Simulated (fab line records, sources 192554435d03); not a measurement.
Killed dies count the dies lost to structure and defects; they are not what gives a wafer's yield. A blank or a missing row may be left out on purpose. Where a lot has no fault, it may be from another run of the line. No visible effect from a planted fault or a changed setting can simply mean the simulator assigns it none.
fab line records ; flow n5-finfet
record lots=7; wafers=39
route steps=1938 shown DUMMY_GATE@228 SD_EPI_N@279 SD_ACTIVATION@331
start-h: start of the lot's first displayed wafer, in hours after the record's first day ; wait-h: hours since the lot's step before ; " as in the row above ; L1.1+2: a single row standing in for several wafers ; - no value, or no start given ; * or withheld: withheld ; < > ~ a bound
route shown NAME@n: names a module that has steps shown in the file, with the first one's number in the route ; usual: mean/standard deviation of fault-free wafers ; same: alike in all rows ; chamber/n: place in a boat ; sites: the reading at each site ; _std_site: standard deviation across them ; _edge_site: outer sites' mean less inner sites' ; radius-mm: how far each site lies from the wafer's centre ; mask NAME#n: copy n ; behind: tool/chamber where the wafer was last shaped ; hold: the reason the lot was held/the length of the hold in hours/how it ended ; device: whichever transistor did not switch (one of n, p or np) ; end of line: the same wafers' tests at the end of the route ; a step without rows: its recipe alone ; killed: at the first sort, the dies lost to defects and structure; wafer yield is something else ; map: a wafer's dies, x killed, . not, _ none there
set.NAME: the setting the step ran with; set.NAME@STEP: the setting that earlier step ran with ; model.NAME: the simulator's own value behind a step, which no gauge read
lots run with intentionally changed settings; tables by step, rows by wafer
## steps
# step N5_DUMMY_GATE_EXPOSE_12
# recipe mask-id=GATE; na=0.33; source-shape=annular; sigma-inner=0.2; sigma-outer=0.6; polarization=unpolarized; target-cd-nm=25; dose-mj=34
lot.wafer;tool;chamber;start-h;wait-h;mask;set.dose-mj
L078.1+2+4;euv-scanner-02;0;69.53;-;GATE#0;34
L080.1+2+6;euv-scanner-01;0;93.41;-;GATE#0;31.63
L080.3+4+5;euv-scanner-01;0;93.41;-;GATE#0;34
L083.1+2+3+4+5+6;euv-scanner-02;0;102.60;-;GATE#0;34
L085.1+2+5;euv-scanner-01;0;117.30;-;GATE#0;32.97
L085.3+4+6;euv-scanner-01;0;117.30;-;GATE#0;34
L086.1+2+5;euv-scanner-01;0;121.20;-;GATE#0;34
L086.3+4+6;euv-scanner-01;0;121.20;-;GATE#0;33.23
L096.1+3+4;euv-scanner-02;0;178.79;-;GATE#0;34
L096.2+5+6;euv-scanner-02;0;178.79;-;GATE#0;36.04
L097.1+2+3;euv-scanner-01;0;183.87;-;GATE#0;34
L097.4+5+6;euv-scanner-01;0;183.87;-;GATE#0;35.77
# step N5_DUMMY_GATE_PEB_13
# recipe peb-temp-c=100; peb-time-s=60; resist=CAR-EUV
# step N5_DUMMY_GATE_DEVELOP_14
# recipe develop-time-s=30; developer=TMAH; resist=CAR-EUV; rinse-liquid=surfactant-rinse; dry=air-spin; dev-temp-c=23
# step N5_DUMMY_GATE_CD_MEAS_15
# recipe target-cd-nm=25.8; landing-energy-ev=500; detector=se-inlens
# usual cd-nm=24.98/0.28
lot.wafer;tool;chamber;start-h;wait-h;set.dose-mj@DUMMY_GATE_EXPOSE_12;cd-nm
L078.1;cd-sem-01;0;69.66;-;34;24.99
L078.2;cd-sem-01;0;69.66;-;34;24.64
L078.4;cd-sem-01;0;69.66;-;34;24.94
L080.1;cd-sem-01;0;93.54;-;31.63;26.67
L080.2;cd-sem-01;0;93.54;-;31.63;26.41
L080.3;cd-sem-01;0;93.54;-;34;24.86
L080.4;cd-sem-01;0;93.54;-;34;25.16
L080.5;cd-sem-01;0;93.54;-;34;24.74
L080.6;cd-sem-01;0;93.54;-;31.63;26.24
L083.1;cd-sem-01;0;102.72;-;34;24.83
L083.2;cd-sem-01;0;102.72;-;34;24.92
L083.3;cd-sem-01;0;102.72;-;34;24.71
L083.4;cd-sem-01;0;102.72;-;34;25.00
L083.5;cd-sem-01;0;102.72;-;34;24.81
L083.6;cd-sem-01;0;102.72;-;34;24.21
L085.1;cd-sem-02;0;117.42;-;32.97;25.25
L085.2;cd-sem-02;0;117.42;-;32.97;25.43
L085.3;cd-sem-02;0;117.42;-;34;24.76
L085.4;cd-sem-02;0;117.42;-;34;24.48
L085.5;cd-sem-02;0;117.42;-;32.97;25.41
L085.6;cd-sem-02;0;117.42;-;34;24.63
L086.1;cd-sem-03;0;121.33;-;34;24.69
L086.2;cd-sem-03;0;121.33;-;34;24.77
L086.3;cd-sem-03;0;121.33;-;33.23;25.03
L086.4;cd-sem-03;0;121.33;-;33.23;25.65
L086.5;cd-sem-03;0;121.33;-;34;25.08
L086.6;cd-sem-03;0;121.33;-;33.23;25.16
L096.1;cd-sem-02;0;178.91;-;34;24.50
L096.2;cd-sem-02;0;178.91;-;36.04;23.73
L096.3;cd-sem-02;0;178.91;-;34;25.35
L096.4;cd-sem-02;0;178.91;-;34;25.25
L096.5;cd-sem-02;0;178.91;-;36.04;24.19
L096.6;cd-sem-02;0;178.91;-;36.04;24.32
L097.1;cd-sem-02;0;184.00;-;34;25.08
L097.2;cd-sem-02;0;184.00;-;34;25.37
L097.3;cd-sem-02;0;184.00;-;34;25.18
L097.4;cd-sem-02;0;184.00;-;35.77;24.74
L097.5;cd-sem-02;0;184.00;-;35.77;23.91
L097.6;cd-sem-02;0;184.00;-;35.77;24.19
# step N5_SD_EPI_N_ETCH_16
# recipe chemistry=CHF3/O2; target=SiO2; target-depth-a=50; mask-material=SOC; pressure-mtorr=30; source-w=650; bias-w=170; Ar_flow_sccm=200; CHF3_flow_sccm=50; O2_flow_sccm=5; ion-energy-ev=200
lot.wafer;tool;chamber;start-h;wait-h;set.target-depth-a;model.etch.depth-nm
L078.1;rie-diel-05;2;73.11;0.1;50;4.968
L078.2;rie-diel-05;1;73.11;0.1;50;4.943
L078.4;rie-diel-05;3;73.11;0.1;50;4.924
L080.1;rie-diel-02;0;96.69;0.1;44.23;4.427
L080.2;rie-diel-02;3;96.69;0.1;50;4.95
L080.3;rie-diel-02;1;96.69;0.1;44.23;4.266
L080.4;rie-diel-02;2;96.69;0.1;50;5.105
L080.5;rie-diel-02;0;96.69;0.1;44.23;4.382
L080.6;rie-diel-02;3;96.69;0.1;50;4.999
L083.1;rie-diel-02;0;106.46;0.1;50;4.899
L083.2;rie-diel-02;3;106.46;0.1;50;4.942
L083.3;rie-diel-02;1;106.46;0.1;50;4.792
L083.4;rie-diel-02;2;106.46;0.1;55.59;5.647
L083.5;rie-diel-02;0;106.46;0.1;55.59;5.451
L083.6;rie-diel-02;3;106.46;0.1;55.59;5.471
L085.1;rie-diel-05;3;120.80;0.1;50;4.976
L085.2;rie-diel-05;2;120.80;0.1;50;4.917
L085.3;rie-diel-05;0;120.80;0.1;50;4.988
L085.4;rie-diel-05;1;120.80;0.1;50;4.946
L085.5;rie-diel-05;2;120.80;0.1;50;4.897
L085.6;rie-diel-05;1;120.80;0.1;50;4.923
L086.1;rie-diel-04;3;124.62;0.1;50;5.068
L086.2;rie-diel-04;1;124.62;0.1;48.05;4.746
L086.3;rie-diel-04;0;124.62;0.1;50;5.089
L086.4;rie-diel-04;2;124.62;0.1;48.05;4.897
L086.5;rie-diel-04;0;124.62;0.1;50;5.023
L086.6;rie-diel-04;3;124.62;0.1;48.05;4.857
L096.1;rie-diel-02;0;183.61;0.1;44.63;4.441
L096.2;rie-diel-02;3;183.61;0.1;50;4.923
L096.3;rie-diel-02;2;183.61;0.1;50;4.987
L096.4;rie-diel-02;1;183.61;0.1;44.63;4.488
L096.5;rie-diel-02;0;183.61;0.1;44.63;4.422
L096.6;rie-diel-02;1;183.61;0.1;50;5.038
L097.1;rie-diel-04;0;189.19;0.1;53.35;5.31
L097.2;rie-diel-04;2;189.19;0.1;50;4.991
L097.3;rie-diel-04;3;189.19;0.1;50;4.967
L097.4;rie-diel-04;1;189.19;0.1;50;4.908
L097.5;rie-diel-04;2;189.19;0.1;53.35;5.298
L097.6;rie-diel-04;3;189.19;0.1;53.35;5.337
# step N5_SD_ACTIVATION_LSA_01
# recipe temp-c=1080; time-s=0.0008; ambient=N2
# usual wafer_temp_C_max=1084.4/1.2
lot.wafer;tool;chamber;start-h;wait-h;set.temp-c;wafer_temp_C_max
L078.1;laser-anneal-01;0;81.74;0.2;1080;1085.9
L078.2;laser-anneal-01;0;81.74;0.2;1080;1084.8
L078.4;laser-anneal-01;0;81.74;0.2;1080;1084.2
L080.1;laser-anneal-02;0;104.95;0.2;1080;1083.5
L080.2;laser-anneal-02;0;104.95;0.2;1072;1076.4
L080.3;laser-anneal-02;0;104.95;0.2;1072;1075.6
L080.4;laser-anneal-02;0;104.95;0.2;1072;1074.2
L080.5;laser-anneal-02;0;104.95;0.2;1080;1082.4
L080.6;laser-anneal-02;0;104.95;0.2;1080;1083.7
L083.1;laser-anneal-02;0;114.25;0.2;1075;1079.3
L083.2;laser-anneal-02;0;114.25;0.2;1080;1084.3
L083.3;laser-anneal-02;0;114.25;0.2;1075;1079.0
L083.4;laser-anneal-02;0;114.25;0.2;1075;1078.5
L083.5;laser-anneal-02;0;114.25;0.2;1080;1084.6
L083.6;laser-anneal-02;0;114.25;0.2;1080;1083.8
L085.1;laser-anneal-02;0;128.63;0.2;1080;1084.6
L085.2;laser-anneal-02;0;128.63;0.2;1068;1070.9
L085.3;laser-anneal-02;0;128.63;0.2;1080;1083.8
L085.4;laser-anneal-02;0;128.63;0.2;1080;1085.0
L085.5;laser-anneal-02;0;128.63;0.2;1068;1071.4
L085.6;laser-anneal-02;0;128.63;0.2;1068;1071.8
L086.1;laser-anneal-01;0;132.33;0.2;1080;1084.1
L086.2;laser-anneal-01;0;132.33;0.2;1080;1085.4
L086.3;laser-anneal-01;0;132.33;0.2;1080;1083.7
L086.4;laser-anneal-01;0;132.33;0.2;1075;1079.3
L086.5;laser-anneal-01;0;132.33;0.2;1075;1080.1
L086.6;laser-anneal-01;0;132.33;0.2;1075;1080.8
L096.1;laser-anneal-01;0;192.55;0.2;1080;1084.4
L096.2;laser-anneal-01;0;192.55;0.2;1080;1085.6
L096.3;laser-anneal-01;0;192.55;0.2;1064;1070.5
L096.4;laser-anneal-01;0;192.55;0.2;1080;1086.7
L096.5;laser-anneal-01;0;192.55;0.2;1064;1070.8
L096.6;laser-anneal-01;0;192.55;0.2;1064;1069.5
L097.1;laser-anneal-02;0;197.74;0.2;1080;1083.8
L097.2;laser-anneal-02;0;197.74;0.2;1080;1083.6
L097.3;laser-anneal-02;0;197.74;0.2;1089;1091.7
L097.4;laser-anneal-02;0;197.74;0.2;1089;1093.9
L097.5;laser-anneal-02;0;197.74;0.2;1080;1083.2
L097.6;laser-anneal-02;0;197.74;0.2;1089;1092.6
# step N5_SD_ACTIVATION_RS_MEAS_03
# recipe thk-meas-gauge=four-point-probe
# usual RS_SD_N=21.9/0.3; RS_SD_P=56.0/0.75
lot.wafer;tool;chamber;start-h;wait-h;set.temp-c@SD_ACTIVATION_LSA_01;RS_SD_N[ohm/sq];RS_SD_P[ohm/sq]
L078.1;film-metro-02;-;81.94;0.2;1080;21.8;55.8
L078.2;film-metro-02;-;81.94;0.2;1080;22.0;56.1
L078.4;film-metro-02;-;81.94;0.2;1080;21.8;55.7
L080.1;film-metro-02;-;105.16;0.2;1080;22.0;55.8
L080.2;film-metro-02;-;105.16;0.2;1072;22.7;55.5
L080.3;film-metro-02;-;105.16;0.2;1072;22.6;55.6
L080.4;film-metro-02;-;105.16;0.2;1072;22.6;55.7
L080.5;film-metro-02;-;105.16;0.2;1080;21.8;55.6
L080.6;film-metro-02;-;105.16;0.2;1080;21.5;54.3
L083.1;film-metro-02;-;114.46;0.2;1075;22.0;54.7
L083.2;film-metro-02;-;114.46;0.2;1080;21.5;55.3
L083.3;film-metro-02;-;114.46;0.2;1075;21.9;55.2
L083.4;film-metro-02;-;114.46;0.2;1075;22.0;55.6
L083.5;film-metro-02;-;114.46;0.2;1080;21.4;55.0
L083.6;film-metro-02;-;114.46;0.2;1080;21.3;54.9
L085.1;film-metro-02;-;128.83;0.2;1080;22.1;55.8
L085.2;film-metro-02;-;128.83;0.2;1068;23.2;56.0
L085.3;film-metro-02;-;128.83;0.2;1080;22.0;56.0
L085.4;film-metro-02;-;128.83;0.2;1080;22.1;55.4
L085.5;film-metro-02;-;128.83;0.2;1068;23.0;56.5
L085.6;film-metro-02;-;128.83;0.2;1068;23.8;57.3
L086.1;film-metro-01;-;132.54;0.2;1080;21.5;56.4
L086.2;film-metro-01;-;132.54;0.2;1080;21.2;54.4
L086.3;film-metro-01;-;132.54;0.2;1080;21.3;56.2
L086.4;film-metro-01;-;132.54;0.2;1075;22.1;56.4
L086.5;film-metro-01;-;132.54;0.2;1075;21.9;56.3
L086.6;film-metro-01;-;132.54;0.2;1075;22.0;55.7
L096.1;film-metro-01;-;192.75;0.2;1080;21.7;56.0
L096.2;film-metro-01;-;192.75;0.2;1080;22.1;56.0
L096.3;film-metro-01;-;192.75;0.2;1064;24.0;56.7
L096.4;film-metro-01;-;192.75;0.2;1080;21.8;55.8
L096.5;film-metro-01;-;192.75;0.2;1064;23.5;56.6
L096.6;film-metro-01;-;192.75;0.2;1064;23.6;56.5
L097.1;film-metro-02;-;197.94;0.2;1080;21.6;55.1
L097.2;film-metro-02;-;197.94;0.2;1080;21.6;56.4
L097.3;film-metro-02;-;197.94;0.2;1089;21.1;55.4
L097.4;film-metro-02;-;197.94;0.2;1089;21.2;55.1
L097.5;film-metro-02;-;197.94;0.2;1080;21.8;55.8
L097.6;film-metro-02;-;197.94;0.2;1089;20.8;56.2
## key
split step=N5_DUMMY_GATE_EXPOSE_12; setting=dose-mj; stated=34; by=wafer
response step=N5_DUMMY_GATE_CD_MEAS_15; reading=cd-nm; change=-0.193; per=1%; r=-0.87
split step=N5_SD_EPI_N_ETCH_16; setting=target-depth-a; stated=50; by=wafer
response step=N5_SD_EPI_N_ETCH_16; reading=model.etch.depth-nm; change=+0.055; per=1%; r=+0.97
split step=N5_SD_ACTIVATION_LSA_01; setting=temp-c; stated=1080; by=wafer
response step=N5_SD_ACTIVATION_LSA_01; reading=wafer_temp_C_max; change=*; per=1%; r=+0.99
response step=N5_SD_ACTIVATION_RS_MEAS_03; reading=RS_SD_N; change=-1.16; per=1%; r=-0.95
